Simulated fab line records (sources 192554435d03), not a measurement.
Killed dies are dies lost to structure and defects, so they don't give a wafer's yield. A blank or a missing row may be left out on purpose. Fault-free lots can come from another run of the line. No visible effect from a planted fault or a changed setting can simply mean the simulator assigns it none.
One fault seen from 2 desks | flow n5 finfet | each desk holds nothing but its own numbers, with what lay behind them at the end

AT THE TOOL OWNER'S DESK: rie metal-01
The tool's own readings at N5_BEOL_M9_HM_OPEN_17 (chemistry Cl2/BCl3, target TiN, target depth 20 nm, overetch 6 nm): means of the sampled wafers that have a number, for each lot that ran on this tool. Any lot whose mean is over 4 standard deviations away from the usual mean is out of limits and marked OUT; that distance is given in the brackets.
Columns: A = drypump motor current A at N5_BEOL_M9_HM_OPEN_17, usual 5.7 A; B = he backside leak sccm at N5_BEOL_M9_HM_OPEN_17, usual 3.4 sccm; C = oes product au at N5_BEOL_M9_HM_OPEN_17, usual 0.68 a.u.; D = rf fwd power W at N5_BEOL_M9_HM_OPEN_17, usual 991 W; E = throttle valve pct at N5_BEOL_M9_HM_OPEN_17, usual 22.09 %
lot  | first seen here | A   | B   | C    | D   | E
L520 | day 11 18:50    | 5.1 | 3.4 | 0.59 | 985 | 21.94
L524 | day 13 03:50    | 5.8 | 3.5 | 0.67 | 989 | 21.83
L525 | day 13 11:08    | 5.1 | 3.4 | 0.58 | 990 | 21.94
L528 | day 13 13:06    | 4.8 | 3.3 | 0.52 | 988 | 22.06
L529 | day 13 13:46    | 4.8 | 3.3 | 0.52 | 992 | 22.06
L530 | day 14 19:16    | 5.8 | 3.5 | 0.63 | 985 | 21.88
Finding of this desk: none of the 6 lots has anything out of limits.

METROLOGY DESK
Means of the sampled wafers that have a number, per lot and without regard to the tool the lot ran on: this is what the gauges read. Any lot whose mean is over 4 standard deviations away from the usual mean is out of limits and marked OUT; that distance is given in the brackets. Shown are 7 of the 13 readings it has, namely the first that went out of limits plus those furthest out on some lot.
Columns: A = DIBL_P at N5_BEOL_M4_RC_MEAS_101, usual 38 mV/V; B = ION_P at N5_BEOL_M4_RC_MEAS_101, usual 465 uA/um; C = SS_P at N5_BEOL_M4_RC_MEAS_101, usual 73.7 mV/dec; D = VT_P at N5_BEOL_M4_RC_MEAS_101, usual -249 mV; E = V8_OVL at N5_BEOL_M9_OVL_MEAS_29, usual 0.0 nm; F = trench depth nm at N5_BEOL_M9_OCD_MEAS_38, usual 152 nm; G = M9_THK at N5_BEOL_M9_THK_MEAS_53, usual 139 nm
lot  | first seen here | A  | B   | C    | D    | E    | F             | G
L520 | day 10 05:40    | 36 | 457 | 73.3 | -252 | -1.2 | 148           | 137
L523 | day 11 11:34    | 38 | 477 | 73.9 | -245 | -0.9 | 152           | 138
L524 | day 11 12:04    | 41 | 472 | 73.9 | -246 | -0.4 | 154           | 142
L525 | day 11 13:14    | 36 | 450 | 73.2 | -253 | -1.4 | 156           | 142
L528 | day 11 18:13    | 42 | 469 | 74.9 | -244 | 0.1  | 108 (-14) OUT | 146
L529 | day 11 22:50    | 38 | 464 | 73.8 | -250 | -0.9 | 108 (-14) OUT | 136
L530 | day 12 19:31    | 37 | 458 | 73.5 | -252 | -0.4 | 109 (-13) OUT | 138
L535 | day 14 00:07    | 38 | 463 | 73.9 | -251 | -0.6 | 155           | 144
This desk's verdict: out of limits on L528, L529, L530, starting with L528 at day 13 14:42 (trench depth nm at N5_BEOL_M9_OCD_MEAS_38). Within limits: L520, L523, L524, L525, L535.

ALL TOGETHER
At day 13 14:42 the metrology desk could have sounded an alarm, on L528, L529, L530.
The desk of the tool owner found nothing out of limits.
Tool owner's desk: L528, L529, L530 on record, inside its limits.
The lots listed all ran N5_BEOL_M9_HM_OPEN_17 on rie metal-01.

WHAT WAS PUT IN BY THE SIMULATOR
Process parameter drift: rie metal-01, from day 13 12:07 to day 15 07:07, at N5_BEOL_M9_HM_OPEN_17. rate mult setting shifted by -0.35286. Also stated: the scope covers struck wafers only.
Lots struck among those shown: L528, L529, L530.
Time in hours between the start of the fault and the first out-of-limits reading at each desk: metrology desk, 3.
